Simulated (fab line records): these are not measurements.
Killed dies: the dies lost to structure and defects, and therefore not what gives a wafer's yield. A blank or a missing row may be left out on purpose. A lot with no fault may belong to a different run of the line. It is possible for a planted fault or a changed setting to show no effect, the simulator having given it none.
What tool caused it? | flow nand-harc | 45 wafers from 15 lots sampled at 2 of the route's 1159 steps

WHAT THE GAUGES SHOWED, per wafer
NHARC_P_GATE_CD_MEAS_91: the cd target is 2000 nm.
lot  | measured     | on        | cd-nm (nm)
L734 | day 5 19:17  | cd-sem-03 | 1998.1 1998.4 1999.9
L735 | day 5 19:27  | cd-sem-02 | 2001.5 2001.3 2000.5
L740 | day 6 23:15  | cd-sem-02 | 2004.5 2001.9 2003.4
L738 | day 7 02:05  | cd-sem-01 | 2004.3 2002.0 2000.8
L742 | day 7 13:26  | cd-sem-03 | 1997.9 1997.4 1999.5
L743 | day 7 13:52  | cd-sem-01 | 1998.2 2001.1 1999.6
L746 | day 8 14:34  | cd-sem-02 | 2001.6 2001.6 2002.3
L745 | day 8 15:12  | cd-sem-01 | 2003.8 2002.2 2002.8
L744 | day 8 21:04  | cd-sem-01 | 1998.1 1998.9 1995.7
L747 | day 9 01:11  | cd-sem-02 | 1996.9 1997.6 1996.5
L748 | day 9 07:31  | cd-sem-03 | 2000.9 2001.6 2001.8
L750 | day 9 16:34  | cd-sem-02 | 2001.4 2004.2 2001.6
L752 | day 9 23:58  | cd-sem-03 | 2001.8 2000.9 2003.1
L751 | day 10 05:14 | cd-sem-01 | 2002.5 1999.1 2000.6
L754 | day 10 16:40 | cd-sem-01 | 2000.7 1999.2 2000.7

EACH LOT AND THE TOOL THAT RAN IT (in order: tool; ch and the chambers of the sampled wafers; start)
lot  | NHARC_P_GATE_STRIP_112
L734 | plasma-asher-02 ch 0,1, day 5 18:06
L735 | plasma-asher-01 ch 0,1, day 5 18:19
L740 | plasma-asher-01 ch 0,1, day 6 22:12
L738 | plasma-asher-01 ch 0,1, day 7 00:57
L742 | plasma-asher-02 ch 0,1, day 7 12:15
L743 | plasma-asher-01 ch 0,1, day 7 12:46
L746 | plasma-asher-02 ch 0,1, day 8 13:29
L745 | plasma-asher-02 ch 0,1, day 8 14:01
L744 | plasma-asher-01 ch 0,1, day 8 19:53
L747 | plasma-asher-02 ch 0,1, day 9 00:13
L748 | plasma-asher-02 ch 0,1, day 9 06:28
L750 | plasma-asher-02 ch 0,1, day 9 15:26
L752 | plasma-asher-01 ch 0,1, day 9 22:49
L751 | plasma-asher-02 ch 0,1, day 10 04:06
L754 | plasma-asher-02 ch 0,1, day 10 15:28
- NHARC_P_GATE_STRIP_112: strips in N2/H2, time 200 s.

WHAT THE TOOLS THEMSELVES READ (means of the sampled wafers that have a number; where no wafer has one, the mark that the record gives instead)
NHARC_P_GATE_STRIP_112.
lot  | tool            | drypump-motor-current-A (A) | heater-power-w (W)
L734 | plasma-asher-02 | 6.1                         | 87
L735 | plasma-asher-01 | 5.9                         | 93
L740 | plasma-asher-01 | 5.7                         | 98
L738 | plasma-asher-01 | 5.7                         | 99
L742 | plasma-asher-02 | 5.5                         | 84
L743 | plasma-asher-01 | 5.7                         | 97
L746 | plasma-asher-02 | 6.0                         | 87
L745 | plasma-asher-02 | 6.1                         | 86
L744 | plasma-asher-01 | 5.7                         | 98
L747 | plasma-asher-02 | 5.5                         | 82
L748 | plasma-asher-02 | 5.5                         | 81
L750 | plasma-asher-02 | 6.1                         | 84
L752 | plasma-asher-01 | 5.9                         | 92
L751 | plasma-asher-02 | 6.1                         | 83
L754 | plasma-asher-02 | 6.1                         | 83

THE ANSWER, worked out from the rows above alone
Rule: what is usual is taken from the lots themselves. Put in order of their means at a reading, lots are off if they are a third of the lots or fewer, leave a main group of 4 or more, and stand apart from it by a gap of 3 or more times the standard deviation of the main group's means; of several such gaps the widest counts. The tables above print the reading to a certain number of digits; a main group whose means all agree to those digits is not used. Also off: a lot with no number at a reading for which 4 or more lots have one. All remaining lots with rows at the step are treated as sound. After the gauges, taken in route order, come the tools' own readings; for these a lot's mean is taken, as printed above. At the first step where some lot is off, the reading lying furthest off is the one used; lots without a number count as furthest.
Nothing can be told from this: no lot is off at any reading shown.

WHAT HAD BEEN PUT IN BY THE SIMULATOR
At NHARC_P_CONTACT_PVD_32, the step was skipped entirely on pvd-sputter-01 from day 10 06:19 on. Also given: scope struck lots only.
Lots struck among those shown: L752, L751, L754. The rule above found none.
